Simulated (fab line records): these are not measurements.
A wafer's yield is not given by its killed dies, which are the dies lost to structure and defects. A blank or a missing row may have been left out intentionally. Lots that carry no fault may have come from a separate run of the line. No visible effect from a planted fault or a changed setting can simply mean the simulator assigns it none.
fab line records	flow nand-harc
record lots=12	wafers=36	last-day=24
route steps=1159 shown P_ZERO_WELL@17 P_STI@90 END@1159
lots with no fault: from the same line, run without faults
start-h: hours from the record's first day to the start of the lot's first wafer shown	wait-h: hours elapsed since this lot's preceding step	" the same as in the row above	L1.1+2: one row covering several wafers at once	- no value present, or no start provided	* or withheld: withheld	< > ~ a bound
route shown NAME@n: NAME is a module with steps in the file, n the number in the route of the first one	usual: mean/standard deviation taken from wafers without a fault	same: alike in all rows	chamber/n: place in a boat	sites: per-site readings	_std_site: the standard deviation of these	_edge_site: the outer-site mean with the inner-site mean subtracted	radius-mm: how far each site lies from the wafer's centre	mask NAME#n: copy n	behind: the most recent tool/chamber to have shaped the wafer	hold: the reason the lot was held/the length of the hold in hours/how it ended	device: the n, p or np transistor that did not switch	end of line: the tests these same wafers got at the end of their route	where a step has no rows: the recipe by itself	killed: dies that structure and defects cost at the first sort, which is not the same as the wafer's yield	map: dies across one wafer; x = killed, . = not, _ = none there
set.NAME: setting as actually run; set.NAME@STEP: the setting as run at that earlier step	model.NAME: the simulator's own value behind a step, which no gauge read
a sample of lots followed through the steps of the route, with each step as a table and each wafer as a row
services: when a tool's chamber went out of use (start-h, in hours from the record's first day, below 0 if earlier), for how many hours, and the reason
## steps
# step NHARC_P_ZERO_WELL_ETCH_65
# recipe target-depth-a=800	overetch-a=240	time-s=87.88	ion-energy-ev=200	n2-flow-sccm=150	h2-flow-sccm=150	ar-flow-sccm=0	rf-w=400	bias-w=150	chemistry=N2/H2
# usual drypump-motor-current-A=5.70/0.29	oes-product-au=0.999/0.0089	rf-fwd-power-W=396.8/1.7	rf-vpp-V=430.9/2.7	showerhead-plenum-p-Torr=2.05/0.093	throttle-valve-pct=14.171/0.0089
lot.wafer	tool	chamber	start-h	wait-h	drypump-motor-current-A	oes-product-au	rf-fwd-power-W	rf-hours-counter-h	rf-vpp-V	showerhead-plenum-p-Torr	throttle-valve-pct
L195.1	rie-diel-12	2	13.49	0.1	5.56	1.006	394.8	9.3	432.7	2.11	14.181
L195.3	"	0	"	"	5.72	0.995	395.1	11.5	430.3	1.98	14.170
L195.4	"	1	"	"	5.17	0.984	396.1	10.8	433.9	2.21	14.157
L197.1	rie-diel-09	3	25.50	0.1	5.93	0.998	397.8	7.6	433.7	2.15	14.162
L197.2	"	0	"	"	5.52	1.004	394.8	6.9	434.0	2.10	14.177
L197.6	"	0	"	"	5.51	1.004	395.5	-	431.6	2.10	14.176
L198.1	rie-diel-04	3	31.62	0.1	5.36	1.004	395.7	3.9	427.3	1.93	14.176
L198.2	"	0	"	"	5.70	0.990	401.6	3.3	429.5	1.99	14.158
L198.4	"	1	"	"	6.11	1.018	397.4	4.0	429.6	2.06	14.159
L199.1	rie-diel-04	3	37.49	0.1	5.36	0.998	399.4	4.5	428.9	1.93	14.165
L199.3	"	0	"	"	5.70	0.996	398.0	3.7	428.7	1.99	14.171
L199.6	"	0	"	"	5.73	0.989	396.4	-	429.3	1.99	14.156
L200.3	rie-diel-09	2	43.53	0.1	6.18	0.981	399.3	9.0	430.0	1.96	14.169
L200.1	"	0	"	"	5.56	1.010	397.2	9.1	432.3	2.10	14.173
L200.5	"	1	"	"	5.68	0.987	393.8	-	431.5	2.00	14.182
L203.1	rie-diel-12	2	61.50	0.1	5.58	0.993	394.8	1.5	432.4	2.11	14.169
L203.4	"	3	"	"	5.97	0.992	394.5	1.5	434.0	2.19	14.155
L203.2	"	0	"	"	5.71	1.004	397.6	1.0	429.0	1.98	14.161
L204.1	rie-diel-12	1	67.36	0.1	5.17	1.004	397.1	1.1	436.2	2.21	14.176
L204.2	"	3	"	"	5.95	0.991	397.2	1.6	433.5	2.19	14.173
L204.5	"	1	"	"	5.17	1.001	396.3	-	432.8	2.21	14.183
L207.3	rie-diel-04	0	85.49	0.1	5.73	0.996	398.8	6.7	429.5	1.99	14.180
L207.1	"	2	"	"	5.58	0.991	394.9	7.9	429.3	1.97	14.178
L207.5	"	3	"	"	5.37	0.997	397.3	-	428.5	1.93	14.189
L208.2	rie-diel-12	2	91.61	0.1	5.56	0.992	395.1	4.2	433.0	2.11	14.151
L208.3	"	0	"	"	5.71	1.016	398.3	3.1	428.6	1.98	14.189
L208.5	"	1	"	"	5.18	1.004	397.2	-	436.2	2.20	14.191
L216.4	rie-diel-04	0	139.35	0.1	5.71	1.002	398.9	1.3	429.7	1.99	14.187
L216.1	"	2	"	"	5.55	0.998	396.9	1.6	429.5	1.97	14.176
L216.6	"	1	"	"	6.21	1.006	395.7	-	430.8	2.06	14.162
L217.3	rie-diel-09	1	145.49	0.1	5.68	0.995	395.8	5.1	430.2	2.00	14.162
L217.4	"	2	"	"	6.17	0.991	397.1	4.8	428.1	1.96	14.192
L217.5	"	3	"	"	5.92	0.977	397.3	-	433.9	2.15	14.181
L218.2	rie-diel-04	3	151.36	0.1	5.37	1.002	395.7	2.3	427.0	1.93	14.166
L218.1	"	0	"	"	5.72	1.004	399.0	2.2	430.5	1.99	14.177
L218.5	"	0	"	"	5.71	0.998	399.2	-	428.3	1.99	14.169
# step NHARC_P_ZERO_WELL_EXPOSE_34
# recipe na=0.6	target-cd-nm=720	dose-mj=22.31	mask-id=P_PWELL
lot.wafer	tool	chamber	start-h	wait-h	mask
L195.1+3+4	krf-scanner-03	0	15.83	-	P_PWELL#0
L197.1+2+6	krf-scanner-03	0	28.02	-	P_PWELL#0
L198.1+2+4	krf-scanner-01	0	34.12	-	P_PWELL#0
L199.1+3+6	krf-scanner-01	0	39.84	-	P_PWELL#0
L200.1+3+5	krf-scanner-01	0	46.00	-	P_PWELL#0
L203.1+2+4	krf-scanner-03	0	64.08	-	P_PWELL#0
L204.1+2+5	krf-scanner-03	0	69.81	-	P_PWELL#0
L207.1+3+5	krf-scanner-02	0	88.07	-	P_PWELL#0
L208.2+3+5	krf-scanner-03	0	94.20	-	P_PWELL_R1#0
L216.1+4+6	krf-scanner-01	0	141.72	-	P_PWELL#0
L217.3+4+5	krf-scanner-02	0	147.97	-	P_PWELL#0
L218.1+2+5	krf-scanner-01	0	153.97	-	P_PWELL#0
# step NHARC_P_ZERO_WELL_CD_MEAS_37
# recipe target-cd-nm=720	landing-energy-ev=500
# usual cd-nm=719.7/1.7
# same landing-energy-ev=500
lot.wafer	tool	chamber	start-h	wait-h	cd-nm
L195.1	cd-sem-01	0	15.99	-	718.7
L195.3	"	0	"	"	718.9
L195.4	"	0	"	"	717.2
L197.1	cd-sem-02	0	28.17	-	720.8
L197.2	"	0	"	"	721.1
L197.6	"	0	"	"	719.7
L198.1	cd-sem-02	0	34.27	-	721.2
L198.2	"	0	"	"	719.1
L198.4	"	0	"	"	718.0
L199.1	cd-sem-01	0	40.00	-	719.4
L199.3	"	0	"	"	718.8
L199.6	"	0	"	"	717.6
L200.1	cd-sem-02	0	46.16	-	719.3
L200.3	"	0	"	"	718.4
L200.5	"	0	"	"	721.0
L203.1	cd-sem-03	0	64.24	-	717.4
L203.2	"	0	"	"	718.4
L203.4	"	0	"	"	719.5
L204.1	cd-sem-03	0	69.97	-	718.8
L204.2	"	0	"	"	718.3
L204.5	"	0	"	"	721.7
L207.1	cd-sem-02	0	88.23	-	721.6
L207.3	"	0	"	"	720.5
L207.5	"	0	"	"	718.3
L208.2	cd-sem-01	0	94.35	-	726.2
L208.3	"	0	"	"	729.5
L208.5	"	0	"	"	730.3
L216.1	cd-sem-03	0	141.88	-	720.6
L216.4	"	0	"	"	717.9
L216.6	"	0	"	"	720.9
L217.3	cd-sem-01	0	148.12	-	717.0
L217.4	"	0	"	"	722.7
L217.5	"	0	"	"	719.8
L218.1	cd-sem-03	0	154.13	-	722.7
L218.2	"	0	"	"	720.4
L218.5	"	0	"	"	720.8
# step NHARC_P_STI_ETCH_15
# recipe target-depth-a=3000	taper-deg=4	time-s=100.1	hbr-flow-sccm=150	cl2-flow-sccm=50	rf-w=400	icp-w=400	bias-w=100	chemistry=HBr/Cl2
# usual drypump-motor-current-A=5.8/0.51	he-backside-leak-sccm=2.72/0.26	oes-product-au=1.004/0.011	rf-fwd-power-W=397.3/1.7	throttle-valve-pct=26.406/0.0091
lot.wafer	tool	chamber	start-h	wait-h	drypump-motor-current-A	he-backside-leak-sccm	oes-product-au	rf-fwd-power-W	rf-hours-counter-h	throttle-valve-pct
L195.4	rie-si-06	2	33.22	-	5.1	2.62	0.994	397.4	0.2	26.410
L195.3	"	3	"	"	5.7	2.86	1.014	400.7	0.1	26.393
L195.1	"	0	"	"	5.1	2.68	1.003	396.5	0.1	26.388
L197.2	rie-si-01	2	44.73	-	5.8	2.67	1.011	399.0	0.6	26.412
L197.1	"	1	"	"	6.0	2.67	0.999	400.3	0.5	26.426
L197.6	"	3	"	"	6.5	2.25	1.000	398.0	-	26.405
L199.1	rie-si-05	2	56.11	-	5.6	2.95	0.991	397.8	1.1	26.381
L199.3	"	3	"	"	6.0	2.69	1.005	397.9	1.3	26.408
L199.6	"	1	"	"	5.4	2.35	1.005	395.7	-	26.396
L198.2	rie-si-06	1	56.31	-	6.2	2.84	1.005	397.7	0.4	26.409
L198.1	"	2	"	"	5.1	2.77	0.993	398.4	0.4	26.409
L198.4	"	3	"	"	5.7	3.05	1.020	399.6	0.2	26.399
L200.1	rie-si-06	0	65.26	-	5.1	3.12	1.017	396.8	0.4	26.403
L200.3	"	1	"	"	6.2	3.06	1.003	394.2	0.5	26.409
L200.5	"	2	"	"	5.1	2.70	0.992	398.4	-	26.397
L203.1	rie-si-06	0	84.77	-	5.1	2.90	1.009	393.3	0.5	26.413
L203.2	"	1	"	"	6.2	2.91	0.989	397.2	0.6	26.399
L203.4	"	2	"	"	5.1	2.55	0.992	399.3	-	26.412
L204.2	rie-si-06	2	89.39	-	5.1	2.75	0.993	398.7	0.7	26.411
L204.1	"	1	"	"	6.2	3.07	1.001	394.9	0.7	26.403
L204.5	"	1	"	"	6.2	2.76	0.999	396.3	-	26.394
L207.3	rie-si-01	1	105.05	-	6.0	2.67	1.002	397.6	0.9	26.403
L207.1	"	2	"	"	5.7	2.64	1.015	398.6	1.0	26.399
L207.5	"	2	"	"	5.7	2.62	1.015	398.9	-	26.410
L208.3	rie-si-05	1	115.88	-	5.4	2.61	1.003	397.0	0.3	26.404
L208.2	"	0	"	"	6.5	2.62	0.987	397.6	0.2	26.401
L208.5	"	1	"	"	5.3	2.40	1.016	396.0	-	26.411
L216.1	rie-si-05	2	161.18	-	5.6	3.07	0.999	397.1	0.7	26.414
L216.4	"	3	"	"	6.0	2.59	1.020	395.8	0.6	26.403
L216.6	"	0	"	"	6.4	2.65	1.011	394.4	-	26.412
L217.4	rie-si-01	0	169.78	-	6.6	2.53	1.005	400.2	0.2	26.399
L217.3	"	1	"	"	6.0	2.81	1.002	397.7	0.2	26.403
L217.5	"	3	"	"	6.4	2.29	1.001	398.4	-	26.401
L218.2	rie-si-06	3	169.94	-	5.7	3.08	1.004	398.1	0.9	26.411
L218.1	"	1	"	"	6.2	3.03	0.988	396.9	1.3	26.411
L218.5	"	3	"	"	5.7	3.04	1.000	395.6	-	26.390
# step NHARC_P_STI_OCD_MEAS_17
# usual trench-depth-nm=302/4.5	trench-foot-cd-nm=158.1/2.3
lot.wafer	tool	chamber	start-h	wait-h	trench-depth-nm	trench-foot-cd-nm
L195.1	ocd-01	-	33.45	0.1	303	160.1
L195.3	"	-	"	"	302	157.2
L195.4	"	-	"	"	296	162.3
L197.1	ocd-02	-	44.98	0.1	304	160.5
L197.2	"	-	"	"	305	159.3
L197.6	"	-	"	"	299	160.1
L199.1	ocd-01	-	56.34	0.1	297	160.7
L199.3	"	-	"	"	308	155.1
L199.6	"	-	"	"	305	160.2
L198.1	ocd-02	-	56.55	0.1	298	156.9
L198.2	"	-	"	"	304	158.9
L198.4	"	-	"	"	308	154.5
L200.1	ocd-01	-	65.48	0.1	306	159.8
L200.3	"	-	"	"	302	159.4
L200.5	"	-	"	"	297	159.6
L203.1	ocd-02	-	85.05	0.1	305	160.3
L203.2	"	-	"	"	297	163.1
L203.4	"	-	"	"	296	161.4
L204.1	ocd-02	-	89.68	0.1	301	153.5
L204.2	"	-	"	"	297	157.2
L204.5	"	-	"	"	300	156.2
L207.1	ocd-02	-	105.30	0.1	307	154.2
L207.3	"	-	"	"	300	158.7
L207.5	"	-	"	"	307	153.9
L208.2	ocd-01	-	116.13	0.1	299	156.8
L208.3	"	-	"	"	302	155.1
L208.5	"	-	"	"	307	157.7
L216.1	ocd-02	-	161.40	0.1	298	157.7
L216.4	"	-	"	"	309	153.1
L216.6	"	-	"	"	305	157.1
L217.3	ocd-02	-	170.02	0.1	301	157.0
L217.4	"	-	"	"	303	155.1
L217.5	"	-	"	"	298	155.0
L218.1	ocd-01	-	170.19	0.1	300	160.7
L218.2	"	-	"	"	301	154.8
L218.5	"	-	"	"	301	159.5
# step NHARC_END_SORT_01
# recipe temp-c=25
# usual killed-at-array=27/11	killed-at-other=0.6/0.89	killed-at-periphery=3.0/2.4	killed-dies=31/12	killed-open=3.2/1.6	killed-short=2.0/1.5
# same gross-dies=677
lot.wafer	tool	chamber	start-h	wait-h	killed-at-array	killed-at-other	killed-at-periphery	killed-dies	killed-open	killed-short
L195.1	prober-02	0	448.96	2.5	27	1	4	32	3	1
L195.3	prober-02	0	450.58	3.1	26	1	3	30	3	1
L195.4	prober-02	0	451.39	3.4	31	0	2	33	2	2
L203.1	prober-01	0	489.95	2.5	15	1	2	18	2	2
L203.2	prober-01	0	490.74	2.8	16	0	5	21	3	3
L203.4	prober-01	0	492.32	3.4	12	1	2	15	4	1
L208.2	prober-02	0	507.39	2.8	45	0	3	48	2	2
L208.3	prober-02	0	508.19	3.1	45	0	1	46	3	1
L208.5	prober-02	0	509.81	3.7	38	0	2	40	4	4
L217.3	prober-01	0	577.32	3.1	17	0	3	20	5	2
L217.4	prober-01	0	578.11	3.4	28	0	0	28	2	2
L217.5	prober-01	0	578.90	3.7	20	1	0	21	3	3
# killed by level:class
L195.1 A_CHANNEL_HOLE_D1:chamber-film-flake=12 A_SLIT:chamber-film-flake=7 A_CONTACT:chamber-film-flake=3 P_STI:chamber-film-flake=2 A_ZERO_WELL:chamber-film-flake=2 P_CONTACT:geometric-particle:open=1 P_CONTACT:geometric-particle:short=1 A_ONON_D1:geometric-particle:open=1
L195.3 A_SLIT:chamber-film-flake=11 A_CHANNEL_HOLE_D1:chamber-film-flake=10 P_STI:chamber-film-flake=2 A_STAIRCASE:chamber-film-flake=2 P_M1:geometric-particle:open=1 A_SGD_CUT:geometric-particle:open=1 A_M0:geometric-particle:open=1 STARTING-WAFER:geometric-particle:short=1
L195.4 A_CHANNEL_HOLE_D1:chamber-film-flake=11 A_SLIT:chamber-film-flake=11 A_STAIRCASE:chamber-film-flake=3 A_CONTACT:chamber-film-flake=3 A_WL_FILL:geometric-particle:short=2 P_CONTACT:geometric-particle:open=1 P_M1:geometric-particle:open=1 A_WL_FILL:chamber-film-flake=1
L203.1 A_CHANNEL_HOLE_D1:chamber-film-flake=6 A_STAIRCASE:chamber-film-flake=2 A_CONTACT:chamber-film-flake=2 P_CONTACT:geometric-particle:open=1 A_CHANNEL_FILL_D1:geometric-particle:short=1 A_CONTACT:geometric-particle:open=1 A_M0:geometric-particle:short=1 P_STI:chamber-film-flake=1
L203.2 A_CHANNEL_HOLE_D1:chamber-film-flake=6 A_STAIRCASE:chamber-film-flake=6 P_CONTACT:geometric-particle:open=2 P_M0:geometric-particle:short=1 P_M1:geometric-particle:open=1 A_CONTACT:geometric-particle:short=1 A_BLC:geometric-particle:short=1 P_STI:chamber-film-flake=1
L203.4 A_STAIRCASE:chamber-film-flake=4 A_BLC:geometric-particle:open=2 A_CHANNEL_HOLE_D1:chamber-film-flake=2 P_CONTACT:geometric-particle:open=1 A_CONTACT:geometric-particle:open=1 A_M0:geometric-particle:short=1 P_ZERO_WELL:chamber-film-flake=1 A_WL_FILL:chamber-film-flake=1
L208.2 A_CHANNEL_HOLE_D1:chamber-film-flake=19 A_SLIT:chamber-film-flake=14 A_CHANNEL_FILL_D1:chamber-film-flake=4 P_STI:chamber-film-flake=2 A_CONTACT:chamber-film-flake=2 A_BLC:chamber-film-flake=2 P_CONTACT:geometric-particle:open=1 A_SOURCE_PLATE:geometric-particle:short=1
L208.3 A_SLIT:chamber-film-flake=19 A_CHANNEL_HOLE_D1:chamber-film-flake=16 A_CONTACT:geometric-particle:open=2 A_STAIRCASE:chamber-film-flake=2 A_SOURCE_PLATE:geometric-particle:open=1 A_CHANNEL_FILL_D1:geometric-particle:short=1 P_ZERO_WELL:chamber-film-flake=1 A_ZERO_WELL:chamber-film-flake=1
L208.5 A_CHANNEL_HOLE_D1:chamber-film-flake=15 A_SLIT:chamber-film-flake=13 A_STAIRCASE:chamber-film-flake=3 P_CONTACT:geometric-particle:short=1 P_M0:geometric-particle:open=1 A_SOURCE_PLATE:geometric-particle:short=1 A_ONON_D1:geometric-particle:open=1 A_CHANNEL_HOLE_D1:geometric-particle:short=1
L217.3 A_CHANNEL_HOLE_D1:chamber-film-flake=5 A_STAIRCASE:chamber-film-flake=2 A_CONTACT:chamber-film-flake=2 A_BONDPAD:chamber-film-flake=2 P_STI:geometric-particle:open=1 P_GATE:geometric-particle:short=1 A_ONON_D1:geometric-particle:open=1 A_CHANNEL_FILL_D1:geometric-particle:open=1
L217.4 A_CONTACT:chamber-film-flake=8 A_WL_FILL:chamber-film-flake=6 A_CHANNEL_FILL_D1:chamber-film-flake=4 A_CHANNEL_HOLE_D1:chamber-film-flake=3 A_STAIRCASE:chamber-film-flake=3 A_WL_FILL:geometric-particle:open=2 A_SGD_CUT:geometric-particle:short=1 A_WL_FILL:geometric-particle:short=1
L217.5 A_CHANNEL_HOLE_D1:chamber-film-flake=8 A_CONTACT:chamber-film-flake=4 A_CHANNEL_FILL_D1:chamber-film-flake=2 A_ONON_D1:geometric-particle:open=1 A_SGD_CUT:geometric-particle:short=1 A_CONTACT:geometric-particle:open=1 A_CONTACT:geometric-particle:short=1 A_BLC:geometric-particle:open=1
## services
tool	chamber	start-h	hours	kind
rie-diel-12	0	-4.88	11.0	repair
krf-scanner-03	-	-4.00	4.0	pm
krf-scanner-03	-	1.17	1.4	repair
rie-si-06	-	6.00	9.0	pm
rie-si-01	3	20.39	1.4	repair
rie-diel-12	-	25.40	9.0	pm
rie-si-05	3	42.91	1.0	repair
krf-scanner-01	-	48.09	3.0	repair
rie-diel-09	0	51.68	6.7	repair
krf-scanner-03	-	53.84	9.0	repair
rie-si-05	-	62.00	9.0	pm
rie-diel-09	-	77.28	9.0	pm
rie-si-06	3	80.89	20.0	repair
krf-scanner-01	-	84.00	4.0	pm
rie-si-05	-	89.37	1.3	repair
rie-diel-09	-	91.43	2.2	repair
rie-si-05	3	94.43	3.4	repair
rie-si-05	-	98.18	3.9	repair
rie-diel-04	-	111.90	9.0	pm
rie-si-01	-	127.00	9.0	pm
krf-scanner-03	-	127.41	2.0	repair
rie-diel-09	0	140.02	4.0	repair
krf-scanner-01	-	164.18	2.4	repair
krf-scanner-03	-	168.00	4.0	pm
## key
first-sign step=NHARC_P_ZERO_WELL_EXPOSE_34	reading=mask	direction=changed
effect step=NHARC_P_ZERO_WELL_CD_MEAS_37	reading=cd-nm	direction=up	sigmas=5.2	usual=719.7	struck=728.7
met-at NHARC_P_ZERO_WELL_EXPOSE_34
struck-lots L208
tester-left-out L208
not-acting-at NHARC_P_ZERO_WELL_ETCH_65,NHARC_P_STI_ETCH_15,NHARC_P_STI_OCD_MEAS_17
onset-between 69.81 94.20
fault kind=wrong-mask	tool=any	chamber=-	onset-h=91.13	steps=NHARC_P_ZERO_WELL_EXPOSE_34	aux-copy=P_PWELL_R1#0	cd-offset-nm=8.1185	scope=struck-lots-only
# tester-left-out: of these lots the tester's yield and bins aren't shown, on N5 and GAA mostly nor the transistor test; their killed dies are dies lost to structure and defects alone, not to doping, threshold or leakage, so they don't give the yield
